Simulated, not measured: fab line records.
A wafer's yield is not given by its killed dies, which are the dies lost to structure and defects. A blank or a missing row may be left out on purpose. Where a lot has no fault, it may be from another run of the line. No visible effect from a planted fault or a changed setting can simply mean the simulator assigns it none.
fab line records ; flow nand-harc
[record] lots = 12; wafers = 36; last-day = 25
route steps=1159 shown P_GATE@156 END@1159
lots untouched by any fault: they come from a run of this same line in which no faults occurred
start-h: hours from the record's first day to the start of the lot's first wafer shown ; wait-h: hours from the lot's prior step to this one ; " the same as in the row above ; L1.1+2: one row covering several wafers at once ; - no value present, or no start provided ; * or withheld: withheld ; < > ~ a bound
route shown NAME@n: names a module that has steps shown in the file, with the first one's number in the route ; usual: mean and standard deviation over wafers with no fault ; same: alike in all rows ; chamber/n: place in a boat ; sites: the reading at each site ; _std_site: standard deviation of those values ; _edge_site: mean of outer sites minus mean of inner sites ; radius-mm: how far each site lies from the wafer's centre ; mask NAME#n: copy n ; behind: the last tool/chamber to shape the wafer ; hold: why the lot went on hold/how many hours it stayed there/how the hold came to an end ; device: names the non-switching transistor (n, p or np) ; end of line: the tests these same wafers got at the end of their route ; for a step that has no rows: nothing shown but its recipe ; killed: dies that structure and defects cost at the first sort, which is not the same as the wafer's yield ; map: per-die view of a wafer (x killed, . not killed, _ where there is no die)
set.NAME: the run value of the setting; set.NAME@STEP: its run value at that earlier step ; model.NAME: the simulator's own value behind a step, which no gauge read
one table for each step of the route and one row for each wafer, over a sample of lots
services: the hour from which a tool's chamber was out of use, counted from the record's first day as start-h (under 0 if before that day), plus the number of hours and why
[[steps]]
[step NHARC_P_GATE_ETCHBACK_37]
[recipe] target-depth-a = 345; time-s = 17.2; chf3-flow-sccm = 50; o2-flow-sccm = 10; ar-flow-sccm = 200; rf-w = 500; bias-w = 200; chemistry = CHF3/O2
[usual] drypump-motor-current-A = 5.8/0.43; oes-product-au = 0.95/0.038; rf-vpp-V = 372.4/2.1; showerhead-plenum-p-Torr = 2.49/0.086; throttle-valve-pct = 20.572/0.0093
lot.wafer;tool;chamber;start-h;wait-h;drypump-motor-current-A;oes-product-au;rf-hours-counter-h;rf-vpp-V;showerhead-plenum-p-Torr;throttle-valve-pct
L829.4;rie-diel-09;2;-;-;5.9;1.01;2;374.8;2.57;20.582
L829.1;rie-diel-09;3;-;-;5.1;1.00;2;374.2;2.51;20.572
L829.5;rie-diel-09;2;-;-;5.9;1.00;-;375.8;2.57;20.561
L830.3;rie-diel-09;2;-;-;5.9;0.93;2;373.9;2.57;20.566
L830.1;rie-diel-09;0;-;-;5.5;0.95;0;370.4;2.36;20.578
L830.6;rie-diel-09;3;-;-;5.1;0.93;-;372.0;2.51;20.565
L832.2;rie-diel-02;0;-;-;5.7;0.98;43;366.8;2.24;20.560
L832.5;rie-diel-02;2;-;-;6.3;0.99;-;372.9;2.48;20.570
L832.4;rie-diel-02;1;-;-;6.7;1.01;-;373.9;2.53;20.565
L835.2;rie-diel-09;3;-;-;5.1;0.92;6;372.5;2.50;20.573
L835.5;rie-diel-09;1;-;-;6.2;0.93;-;372.5;2.54;20.548
L835.6;rie-diel-09;3;-;-;5.1;0.91;-;372.7;2.50;20.583
L834.3;rie-diel-07;1;-;-;5.4;0.93;27;370.9;2.40;20.590
L834.2;rie-diel-07;2;-;-;6.0;0.93;29;374.5;2.59;20.573
L834.6;rie-diel-07;1;-;-;5.4;0.92;-;370.7;2.40;20.568
L836.1;rie-diel-07;1;-;-;5.4;1.01;33;370.9;2.40;20.580
L836.4;rie-diel-07;2;-;-;6.0;1.02;35;373.6;2.58;20.571
L836.6;rie-diel-07;2;-;-;6.0;1.01;-;374.1;2.58;20.579
L837.3;rie-diel-09;3;-;-;5.1;0.91;8;373.3;2.50;20.554
L837.2;rie-diel-09;0;-;-;5.5;0.91;8;368.9;2.36;20.584
L837.5;rie-diel-09;1;-;-;6.2;0.93;-;373.4;2.54;20.570
L841.4;rie-diel-07;0;-;-;6.3;0.91;48;372.6;2.52;20.590
L841.1;rie-diel-07;2;-;-;6.0;0.94;48;375.1;2.58;20.562
L841.6;rie-diel-07;3;-;-;5.5;0.92;-;374.7;2.52;20.575
L849.3;rie-diel-07;3;-;-;5.5;0.93;59;374.3;2.52;20.570
L849.1;rie-diel-07;0;-;-;6.3;0.91;60;372.9;2.52;20.577
L849.5;rie-diel-07;2;-;-;6.1;0.94;-;375.1;2.57;20.575
L850.1;rie-diel-09;0;-;-;5.5;1.00;20;370.7;2.36;20.572
L850.2;rie-diel-09;1;-;-;6.2;1.02;23;373.0;2.53;20.577
L850.3;rie-diel-09;2;-;-;5.9;1.02;21;373.9;2.57;20.561
L851.1;rie-diel-09;1;-;-;6.2;0.94;23;371.9;2.53;20.580
L851.5;rie-diel-09;0;-;-;5.5;0.93;-;370.3;2.36;20.577
L851.6;rie-diel-09;1;-;-;6.2;0.95;-;372.8;2.53;20.582
L852.2;rie-diel-09;3;-;-;5.1;0.92;22;373.1;2.50;20.574
L852.3;rie-diel-09;1;-;-;6.2;0.93;24;373.9;2.53;20.562
L852.5;rie-diel-09;3;-;-;5.1;0.92;-;372.1;2.50;20.573
[step NHARC_P_GATE_DESCUM_48]
[recipe] time-s = 3; o2-flow-sccm = 200; ar-flow-sccm = 0; bias-power-w = 0; chemistry = O2
[usual] drypump-motor-current-A = 5.8/0.47; oes-product-au = 0.995/0.01; rf-vpp-V = 57.9/0.95; showerhead-plenum-p-Torr = 1.94/0.1; throttle-valve-pct = 11.310/0.0083
lot.wafer;tool;chamber;start-h;wait-h;drypump-motor-current-A;oes-product-au;rf-hours-counter-h;rf-vpp-V;showerhead-plenum-p-Torr;throttle-valve-pct
L829.4;rie-diel-02;0;101.13;-;5.7;0.981;37;56.4;1.78;11.315
L829.1;rie-diel-02;2;101.13;-;6.3;0.983;40;58.7;1.98;11.301
L829.5;rie-diel-02;0;101.13;-;5.7;0.965;-;57.7;1.78;11.314
L830.3;rie-diel-02;2;101.47;-;6.3;0.997;40;58.5;1.98;11.303
L830.1;rie-diel-02;3;101.47;-;5.8;0.998;38;56.8;1.79;11.319
L830.6;rie-diel-02;0;101.47;-;5.7;0.973;-;56.6;1.78;11.318
L832.4;rie-diel-09;2;118.25;-;5.9;1.005;4;59.3;2.06;11.310
L832.2;rie-diel-09;1;118.25;-;6.2;0.999;4;59.2;2.03;11.304
L832.5;rie-diel-09;3;118.25;-;5.1;0.986;-;58.1;2.00;11.313
L835.2;rie-diel-09;3;129.84;-;5.1;0.984;6;57.5;2.00;11.305
L835.6;rie-diel-09;0;129.84;-;5.5;0.984;-;57.3;1.88;11.315
L835.5;rie-diel-09;3;129.84;-;5.1;0.994;-;57.4;2.00;11.295
L834.2;rie-diel-09;0;130.17;-;5.5;1.002;5;58.1;1.88;11.320
L834.3;rie-diel-09;1;130.17;-;6.2;1.007;6;58.1;2.03;11.308
L834.6;rie-diel-09;0;130.17;-;5.5;1.003;-;58.0;1.88;11.317
L836.4;rie-diel-09;3;146.77;-;5.1;0.983;8;57.1;2.00;11.318
L836.1;rie-diel-09;1;146.77;-;6.2;1.019;9;58.9;2.03;11.299
L836.6;rie-diel-09;3;146.77;-;5.2;0.992;-;58.7;2.00;11.305
L837.3;rie-diel-07;2;154.35;-;6.0;1.000;39;58.9;2.06;11.311
L837.2;rie-diel-07;3;154.35;-;5.4;0.990;36;57.9;2.02;11.305
L837.5;rie-diel-07;3;154.35;-;5.4;0.989;-;58.7;2.02;11.310
L841.1;rie-diel-02;3;180.70;-;5.8;0.995;7;58.9;1.78;11.300
L841.4;rie-diel-02;3;180.70;-;5.8;0.995;-;57.8;1.78;11.304
L841.6;rie-diel-02;0;180.70;-;5.7;0.987;-;57.3;1.78;11.328
L849.1;rie-diel-09;0;223.39;-;5.5;1.002;20;58.1;1.87;11.310
L849.3;rie-diel-09;1;223.39;-;6.2;1.022;22;58.0;2.02;11.308
L849.5;rie-diel-09;0;223.39;-;5.5;0.983;-;57.7;1.87;11.297
L850.1;rie-diel-02;1;229.21;-;6.7;1.000;23;57.3;2.01;11.315
L850.3;rie-diel-02;2;229.21;-;6.3;0.985;28;57.6;1.96;11.308
L850.2;rie-diel-02;3;229.21;-;5.8;0.989;28;57.2;1.77;11.306
L851.1;rie-diel-09;3;229.60;-;5.2;0.994;21;57.7;1.99;11.304
L851.5;rie-diel-09;2;229.60;-;5.9;1.007;-;58.1;2.05;11.294
L851.6;rie-diel-09;3;229.60;-;5.1;0.992;-;59.6;1.99;11.315
L852.3;rie-diel-02;0;239.61;-;5.7;0.981;32;57.3;1.77;11.324
L852.2;rie-diel-02;1;239.61;-;6.7;1.008;29;58.8;2.00;11.313
L852.5;rie-diel-02;3;239.61;-;5.8;0.983;-;57.1;1.77;11.301
[step NHARC_P_GATE_STRIP_76]
[recipe] power-w = 1500; temp-c = 250; chemistry = O2
[usual] drypump-motor-current-A = 5.9/0.42; heater-power-w = 299/15; temp-c = 250.02/0.17
lot.wafer;tool;chamber;start-h;wait-h;drypump-motor-current-A;heater-power-w;rf-hours-counter-h;temp-c
L829.1;plasma-asher-02;0;103.84;0.2;6.4;321;32;250.01
L829.4;plasma-asher-02;0;103.84;0.2;6.4;321;-;249.79
L829.5;plasma-asher-02;1;103.84;0.2;5.8;273;-;250.12
L830.1;plasma-asher-02;1;104.46;0.2;5.9;276;33;249.90
L830.3;plasma-asher-02;0;104.46;0.2;6.4;320;-;250.15
L830.6;plasma-asher-02;0;104.46;0.2;6.4;323;-;249.97
L832.2;plasma-asher-02;0;120.50;0.2;6.4;327;39;250.35
L832.4;plasma-asher-02;0;120.50;0.2;6.4;320;-;250.22
L832.5;plasma-asher-02;1;120.50;0.2;5.8;279;-;250.09
L835.2;plasma-asher-02;1;132.22;0.2;5.8;276;44;250.14
L835.5;plasma-asher-02;0;132.22;0.2;6.4;329;-;250.22
L835.6;plasma-asher-02;1;132.22;0.2;5.8;271;-;249.84
L834.2;plasma-asher-01;0;132.61;0.2;6.1;288;8;250.16
L834.3;plasma-asher-01;0;132.61;0.2;6.2;296;-;249.89
L834.6;plasma-asher-01;1;132.61;0.2;5.3;306;-;250.04
L836.1;plasma-asher-02;1;149.20;0.2;5.8;276;49;249.76
L836.4;plasma-asher-02;0;149.20;0.2;6.4;322;-;250.26
L836.6;plasma-asher-02;0;149.20;0.2;6.4;328;-;249.96
L837.2;plasma-asher-01;1;156.78;0.2;5.3;307;15;250.07
L837.3;plasma-asher-01;0;156.78;0.2;6.2;295;-;249.91
L837.5;plasma-asher-01;1;156.78;0.2;5.3;302;-;249.89
L841.1;plasma-asher-01;0;183.15;0.2;6.1;296;24;250.15
L841.4;plasma-asher-01;0;183.15;0.2;6.1;293;-;250.25
L841.6;plasma-asher-01;1;183.15;0.2;5.3;305;-;250.20
L849.1;plasma-asher-01;0;225.87;0.2;6.1;293;40;249.90
L849.3;plasma-asher-01;1;225.87;0.2;5.3;302;-;249.92
L849.5;plasma-asher-01;0;225.87;0.2;6.1;294;-;250.12
L850.1;plasma-asher-01;1;231.59;0.2;5.3;302;43;250.14
L850.2;plasma-asher-01;0;231.59;0.2;6.1;289;43;249.94
L850.3;plasma-asher-01;0;231.59;0.2;6.2;297;-;250.24
L851.1;plasma-asher-02;1;232.00;0.2;5.8;284;13;250.07
L851.6;plasma-asher-02;1;232.00;0.2;5.8;286;-;249.83
L851.5;plasma-asher-02;0;232.00;0.2;6.4;334;-;250.03
L852.2;plasma-asher-01;1;242.08;0.2;5.3;299;48;249.97
L852.3;plasma-asher-01;0;242.08;0.2;6.1;294;-;250.11
L852.5;plasma-asher-01;0;242.08;0.2;6.2;297;-;250.29
[step NHARC_P_GATE_EXPOSE_88]
[recipe] na = 0.6; target-cd-nm = 2000; dose-mj = 11.87; mask-id = P_HVN
lot.wafer;tool;chamber;start-h;wait-h;mask
L829.1+4+5;krf-scanner-04;0;104.48;-;P_HVN#0
L830.1+3+6;krf-scanner-01;0;105.21;-;P_HVN#0
L832.2+4+5;krf-scanner-04;0;121.14;-;P_HVN#0
L835.2+5+6;krf-scanner-01;0;133.00;-;P_HVN#0
L834.2+3+6;krf-scanner-04;0;133.37;-;P_HVN#0
L836.1+4+6;krf-scanner-04;0;149.82;-;P_HVN#0
L837.2+3+5;krf-scanner-01;0;157.54;-;P_HVN#0
L841.1+4+6;krf-scanner-02;0;183.92;-;P_PSD#0
L849.1+3+5;krf-scanner-04;0;226.52;-;P_HVN#0
L850.1+2+3;krf-scanner-04;0;232.25;-;P_HVN#0
L851.1+5+6;krf-scanner-01;0;232.77;-;P_HVN#0
L852.2+3+5;krf-scanner-01;0;242.72;-;P_HVN#0
[step NHARC_P_GATE_CD_MEAS_91]
[recipe] target-cd-nm = 2000; landing-energy-ev = 500
[usual] cd-nm = 1999.6/1.7
lot.wafer;tool;chamber;start-h;wait-h;cd-nm
L829.1;cd-sem-02;0;104.64;-;1999.7
L829.4;cd-sem-02;0;104.64;-;1998.7
L829.5;cd-sem-02;0;104.64;-;1999.1
L830.1;cd-sem-01;0;105.37;-;2000.1
L830.3;cd-sem-01;0;105.37;-;2001.1
L830.6;cd-sem-01;0;105.37;-;2000.2
L832.2;cd-sem-01;0;121.30;-;2000.6
L832.4;cd-sem-01;0;121.30;-;1998.9
L832.5;cd-sem-01;0;121.30;-;2002.7
L835.2;cd-sem-02;0;133.16;-;2001.2
L835.5;cd-sem-02;0;133.16;-;2000.5
L835.6;cd-sem-02;0;133.16;-;2002.4
L834.2;cd-sem-02;0;133.52;-;1997.9
L834.3;cd-sem-02;0;133.52;-;1999.2
L834.6;cd-sem-02;0;133.52;-;1997.7
L836.1;cd-sem-01;0;149.98;-;2001.3
L836.4;cd-sem-01;0;149.98;-;1999.7
L836.6;cd-sem-01;0;149.98;-;2001.1
L837.2;cd-sem-03;0;157.69;-;1999.5
L837.3;cd-sem-03;0;157.69;-;1999.2
L837.5;cd-sem-03;0;157.69;-;2002.5
L841.1;cd-sem-02;0;184.08;-;-
L841.4;cd-sem-02;0;184.08;-;-
L841.6;cd-sem-02;0;184.08;-;-
L849.1;cd-sem-03;0;226.68;-;2000.1
L849.3;cd-sem-03;0;226.68;-;2000.7
L849.5;cd-sem-03;0;226.68;-;1998.5
L850.1;cd-sem-01;0;232.41;-;1997.7
L850.2;cd-sem-01;0;232.41;-;1996.4
L850.3;cd-sem-01;0;232.41;-;1997.5
L851.1;cd-sem-03;0;232.93;-;2002.3
L851.5;cd-sem-03;0;232.93;-;2002.3
L851.6;cd-sem-03;0;232.93;-;2001.3
L852.2;cd-sem-03;0;242.87;-;1998.2
L852.3;cd-sem-03;0;242.87;-;1998.4
L852.5;cd-sem-03;0;242.87;-;1996.5
[step NHARC_END_SORT_01]
[recipe] temp-c = 25
[usual] killed-at-array = 26/9; killed-at-other = 0.8/1.2; killed-at-periphery = 3.2/2.3; killed-dies = 30/9.1; killed-open = 3.5/2; killed-short = 1.8/1.4
[same] gross-dies = 677
lot.wafer;tool;chamber;start-h;wait-h;killed-at-array;killed-at-other;killed-at-periphery;killed-dies;killed-open;killed-short
L841.1;prober-02;0;514.07;2.5;22;1;654;677;3;4
L841.4;prober-02;0;516.50;3.4;21;0;656;677;2;0
L841.6;prober-02;0;518.12;4.0;20;0;657;677;3;2
// killed by level:class
L841.1 P_GATE:area-expose=650 A_SLIT:chamber-film-flake=9 A_CHANNEL_HOLE_D1:chamber-film-flake=4 A_CONTACT:chamber-film-flake=3 A_WL_FILL:geometric-particle:short=2 P_M1:chamber-film-flake=2 P_M0:geometric-particle:short=1 A_CHANNEL_FILL_D1:geometric-particle:short=1
L841.4 P_GATE:area-expose=654 A_SLIT:chamber-film-flake=13 A_CHANNEL_HOLE_D1:chamber-film-flake=3 A_STAIRCASE:chamber-film-flake=2 P_M1:geometric-particle:open=1 A_CHANNEL_HOLE_D1:geometric-particle:open=1 P_ZERO_WELL:chamber-film-flake=1 A_WL_FILL:chamber-film-flake=1
L841.6 P_GATE:area-expose=654 A_SLIT:chamber-film-flake=8 A_CHANNEL_HOLE_D1:chamber-film-flake=4 A_CONTACT:chamber-film-flake=4 P_CONTACT:geometric-particle:open=1 P_M2:geometric-particle:short=1 A_ONON_D1:geometric-particle:short=1 A_CHANNEL_FILL_D1:geometric-particle:open=1
[[services]]
tool;chamber;start-h;hours;kind
rie-diel-09;-;77.10;9.0;pm
rie-diel-09;0;77.10;9.0;vent-cycle
krf-scanner-01;-;84.00;4.0;pm
plasma-asher-01;-;90.25;1.2;repair
rie-diel-09;0;91.79;5.9;repair
plasma-asher-01;-;99.00;9.0;pm
rie-diel-02;3;112.53;7.5;repair
krf-scanner-04;-;126.00;4.0;pm
rie-diel-09;2;127.21;3.8;repair
rie-diel-02;-;150.74;9.0;pm
rie-diel-07;2;162.71;6.0;repair
rie-diel-02;1;175.79;11.4;repair
rie-diel-02;2;179.03;4.7;repair
plasma-asher-02;-;183.31;9.0;pm
krf-scanner-04;-;184.30;2.2;repair
krf-scanner-04;-;192.27;0.4;repair
rie-diel-09;-;194.31;1.1;repair
rie-diel-09;-;196.40;1.0;repair
krf-scanner-01;-;205.84;1.7;repair
rie-diel-07;1;209.74;2.7;repair
krf-scanner-02;-;210.00;4.0;pm
krf-scanner-01;-;226.96;2.4;repair
rie-diel-07;-;228.23;9.0;pm
plasma-asher-02;-;234.84;7.2;repair
[[key]]
[first-sign] step = NHARC_P_GATE_EXPOSE_88; reading = mask; direction = changed
[effect] step = NHARC_P_GATE_CD_MEAS_91; reading = cd-nm; direction = missing
[effect] step = NHARC_END_SORT_01; reading = killed-at-periphery; direction = up; sigmas = 99+; usual = 3.2; struck = 655.7
[more-kills-born-at] NHARC_P_GATE_EXPOSE_88@krf-scanner-02 = 1958
met-at NHARC_P_GATE_EXPOSE_88
struck-lots L841
later-rows-left-out L841.1,L841.4,L841.6
tester-left-out L841
not-acting-at NHARC_P_GATE_ETCHBACK_37,NHARC_P_GATE_DESCUM_48,NHARC_P_GATE_STRIP_76
[fault] kind = wrong-mask; tool = any; chamber = -; onset-h = 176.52; steps = NHARC_P_GATE_EXPOSE_88; aux-copy = P_PSD#0; scope = struck-lots-only
// tester-left-out: of these lots the tester's yield and bins aren't shown, on N5 and GAA mostly nor the transistor test; their killed dies are dies lost to structure and defects alone, not to doping, threshold or leakage, so they don't give the yield
// later-rows-left-out: the simulator's readings of these wafers behind a module that went badly wrong aren't trusted and aren't shown, but for the sort
